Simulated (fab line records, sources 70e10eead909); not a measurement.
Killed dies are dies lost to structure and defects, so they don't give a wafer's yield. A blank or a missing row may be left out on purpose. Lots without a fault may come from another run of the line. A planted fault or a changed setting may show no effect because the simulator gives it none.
A struck lot beside a sound one | flow nand_harc | 31 steps out of a route of 1302
Sound: wafers L513.3, L513.4, L513.6. Struck: wafers L524.3, L524.5. (L524.2 of the same lot was not struck and is left out.) The cause comes at the end.
At each step with rows: each side's tool, then ch and its chambers, then its first start. Under that, the readings that differ: sound wafers | struck wafers | difference of the means | sigmas: that difference in standard deviations of wafers without a fault.
alike: readings whose means differ by less than 2 such deviations, and words and numbers that are the same on both sides. not compared: withheld readings, readings that some wafer has no value for, bounds like >300 that may hide the same value, and numbers for which the record gives no deviation and whose values overlap.
The two part at a step that has a row with sigmas, a row that says differs or no value, or rows on one side only. Numbers that don't overlap but have no deviation are shown without sigmas and don't part them. A reading that every wafer of one side lacks parts them only if that side has two wafers or more.

first, 2 steps without rows for these wafers: NHARC_A_CHANNEL_HOLE_D2_PEB_08 (peb time 65 s); NHARC_A_CHANNEL_HOLE_D2_DEVELOP_09 (develop time 35 s).
NHARC_A_CHANNEL_HOLE_D2_CD_MEAS_10: target cd 100 nm.
  sound on cd_sem-03 ch 0, day 13 13:05; struck on cd_sem-01 ch 0, day 17 18:55
  reading    | sound          | struck      | difference | sigmas
  cd_nm (nm) | 99.1 98.9 99.1 | 100.1 100.6 | +1.3       | +2
NHARC_A_CHANNEL_HOLE_D2_OVL_MEAS_11:
  sound on overlay-01, day 13 13:10; struck on overlay-02, day 17 19:01
  alike: overlay_x_nm, overlay_y_nm
NHARC_A_CHANNEL_HOLE_D2_INSPECT_12:
  sound on defect_inspect-01, day 13 13:13; struck on defect_inspect-01, day 17 19:02
  reading          | sound    | struck | difference | sigmas
  raw_defect_count | 59 56 51 | 10 12  | -44        | -2
NHARC_A_CHANNEL_HOLE_D2_DESCUM_15: chemistry O2, time 3 s.
  sound on rie_diel-12 ch 1,3, day 13 13:17; struck on rie_diel-12 ch 2,3, day 17 19:06
  alike: drypump_motor_current_A, oes_product_au, rf_vpp_V, showerhead_plenum_p_Torr, throttle_valve_pct
  not compared: rf_hours_counter_h
then, 4 steps without rows for these wafers: NHARC_A_CHANNEL_HOLE_D2_ETCH_38 (etches the open film in CF4, target depth 39 nm, time 65 s); NHARC_A_CHANNEL_HOLE_D2_ETCH_39 (etches the open film in N2/H2, target depth 260 nm, time 325 s); NHARC_A_CHANNEL_HOLE_D2_ETCH_34 (etches the open film in CF4/CHF3, target depth 154 nm, time 77 s); NHARC_A_CHANNEL_HOLE_D2_ETCH_16 (etches the open film in O2/COS, target depth 3100 nm, time 806 s).
NHARC_A_CHANNEL_HOLE_D2_CD_MEAS_18:
  sound on cd_sem-01, day 13 14:50; struck on cd_sem-03, day 17 20:13
  alike: cd_nm
then, 1 step without rows for these wafers: NHARC_A_CHANNEL_HOLE_D2_ETCH_19 (etches the open film in C4F8/O2/Ar, time 34.5 s).
NHARC_A_CHANNEL_HOLE_D2_ETCH_20: etches the open film in C4F8/O2/Ar, time 361.9 s, target depth 1600 nm.
  sound on har_etch-02 ch 0,1, day 13 17:20; struck on har_etch-02 ch 0, day 17 20:23
  alike: drypump_motor_current_A, showerhead_plenum_p_Torr, throttle_valve_pct
  not compared: rf_hours_counter_h
then, 3 steps without rows for these wafers: NHARC_A_CHANNEL_HOLE_D2_ETCH_21 (etches the open film in C4F8/O2/Ar, time 514.3 s, target depth 1600 nm); NHARC_A_CHANNEL_HOLE_D2_ETCH_22 (etches the open film in C4F8/O2/Ar, time 666.7 s, target depth 1600 nm); NHARC_A_CHANNEL_HOLE_D2_ETCH_23 (etches the open film in C4F8/O2/Ar, time 819 s, target depth 1600 nm).
NHARC_A_CHANNEL_HOLE_D2_ETCH_24: etches the open film in C4F8/O2/Ar, time 906.2 s, target depth 1500 nm.
  sound on har_etch-02 ch 0,1, day 13 19:31; struck on har_etch-02 ch 0, day 17 22:24
  alike: drypump_motor_current_A, showerhead_plenum_p_Torr, throttle_valve_pct
  not compared: rf_hours_counter_h
then, 1 step without rows for these wafers: NHARC_A_CHANNEL_HOLE_D2_ETCH_25 (etches the open film in C4F8/O2/Ar, time 1040.2 s, target depth 1500 nm).
NHARC_A_CHANNEL_HOLE_D2_ETCH_26: etches the open film in C4F8/O2/Ar, time 224.1 s, target depth 300 nm.
  sound on har_etch-02 ch 0,1, day 13 20:59; struck on har_etch-02 ch 0, day 18 00:02
  alike: drypump_motor_current_A, showerhead_plenum_p_Torr, throttle_valve_pct
  not compared: rf_hours_counter_h
then, 4 steps without rows for these wafers: NHARC_A_CHANNEL_HOLE_D2_ETCH_27 (etches the open film in C4F8/O2/Ar, time 90 s, target depth 400 nm); NHARC_A_CHANNEL_HOLE_D2_STRIP_41 (strips in N2/H2); NHARC_A_CHANNEL_HOLE_D2_STRIP_42 (strips in CF4/CHF3); NHARC_A_CHANNEL_HOLE_D2_STRIP_43 (strips in O2/COS).
NHARC_A_CHANNEL_HOLE_D2_ETCH_44: etches the open film in CF4/O2, target depth 140 nm, overetch 14 nm, time 77 s.
  sound on rie_diel-02 ch 1,2,3, day 13 21:52; struck on rie_diel-12 ch 0,3, day 18 00:59
  alike: cf4_flow_sccm, drypump_motor_current_A, oes_product_au, rf_vpp_V, showerhead_plenum_p_Torr, throttle_valve_pct
  not compared: rf_hours_counter_h
NHARC_A_CHANNEL_HOLE_D2_STRIP_28: strips in O2.
  sound on rie_diel-02 ch 0,1,2; struck on rie_diel-12 ch 2,3
  alike: drypump_motor_current_A, oes_product_au, rf_vpp_V, showerhead_plenum_p_Torr, throttle_valve_pct
  not compared: rf_hours_counter_h
then, 2 steps without rows for these wafers: NHARC_A_CHANNEL_HOLE_D2_PRECLEAN_29 (cleans in SC1); NHARC_A_CHANNEL_HOLE_D2_SRD_30.
NHARC_A_CHANNEL_HOLE_D2_CD_MEAS_31:
  sound on cd_sem-01, day 13 22:40; struck on cd_sem-01, day 18 01:46
  alike: cd_nm
NHARC_A_CHANNEL_HOLE_D2_XSEM_32:
  sound on xsem-01 ch 0, day 13 22:45; struck on xsem-01 ch 0
  reading     | sound          | struck | difference                    | sigmas
  bow_nm (nm) | 8.59 8.57 8.52 | - -    | no value on the struck wafers |
  alike: bot_cd_nm, tilt_deg
NHARC_A_CHANNEL_HOLE_D2_INSPECT_40:
  sound on defect_inspect-02, day 13 22:50; struck on defect_inspect-01, day 18 05:38
  alike: raw_defect_count
-- the record jumps here: 11 days lie between the struck wafers' starts before and after (it left off in module A_CHANNEL_HOLE_D2 and takes up again in module END, whose first step shown is number 1302 of the route) --
NHARC_END_SORT_01:
  the record has rows for the struck wafers here (prober-01 ch 0, day 29 09:36) and none for the sound ones

WHERE THEY PART
First at NHARC_A_CHANNEL_HOLE_D2_CD_MEAS_10; last, within this record, at NHARC_END_SORT_01.

WHY: what the simulator had put in
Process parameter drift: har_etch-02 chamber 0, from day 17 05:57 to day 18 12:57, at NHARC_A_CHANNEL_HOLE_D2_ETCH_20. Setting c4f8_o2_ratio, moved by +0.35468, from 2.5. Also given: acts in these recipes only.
